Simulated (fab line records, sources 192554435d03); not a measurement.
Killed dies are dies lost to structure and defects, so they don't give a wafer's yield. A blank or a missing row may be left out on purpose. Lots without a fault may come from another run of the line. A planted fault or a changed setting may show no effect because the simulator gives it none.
Chamber matching | flow n5_finfet | N5_DUMMY_REMOVAL_STRIP_10 on rie_diel-01: 4 sister chambers
The step strips in N2/H2, time 40 s. 4 wafers are shown with their chamber, then 9 later ones without.

WAFERS WITH THEIR CHAMBER
wafer  | chamber | showerhead_plenum_p_Torr (Torr)
L084.5 | 1       | 3.59
L086.1 | 2       | 3.51
L086.2 | 0       | 3.47
L086.4 | 3       | 3.47

WAFERS WITHOUT THEIR CHAMBER
wafer  | showerhead_plenum_p_Torr (Torr)
L088.2 | 3.58
L088.3 | 3.47
L088.5 | 3.47
L093.1 | 3.58
L093.4 | 3.58
L093.5 | 3.50
L096.2 | 3.49
L096.3 | 3.57
L096.6 | 3.57

WHICH CHAMBER EACH WENT THROUGH
wafer  | from the rows above          | in truth
L088.2 | 1                            | 1
L088.3 | can't be placed: 0 or 3      | 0
L088.5 | can't be placed: 0 or 3      | 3
L093.1 | 1                            | 1
L093.4 | 1                            | 1
L093.5 | can't be placed: 2 or 0 or 3 | 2
L096.2 | can't be placed: 2 or 0 or 3 | 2
L096.3 | 1                            | 1
L096.6 | 1                            | 1
Placed correctly: 5 of 9. Can't be placed from these rows: 4 (the true chamber is among the candidates in 4). Placed wrongly: 0.
How it was worked out, from the rows above alone: a wafer's distance from a chamber is the root of the sum, over the readings, of the square of ((its reading less the chamber's mean) divided by the reading's scatter). The wafer belongs to the nearest chamber; if the next one is less than 2 further off, it can't be placed. A chamber's mean is the mean of its shown wafers. The scatter: with one shown wafer a chamber, the root of the mean of the squares of how far each hidden wafer lies from its nearest shown one.
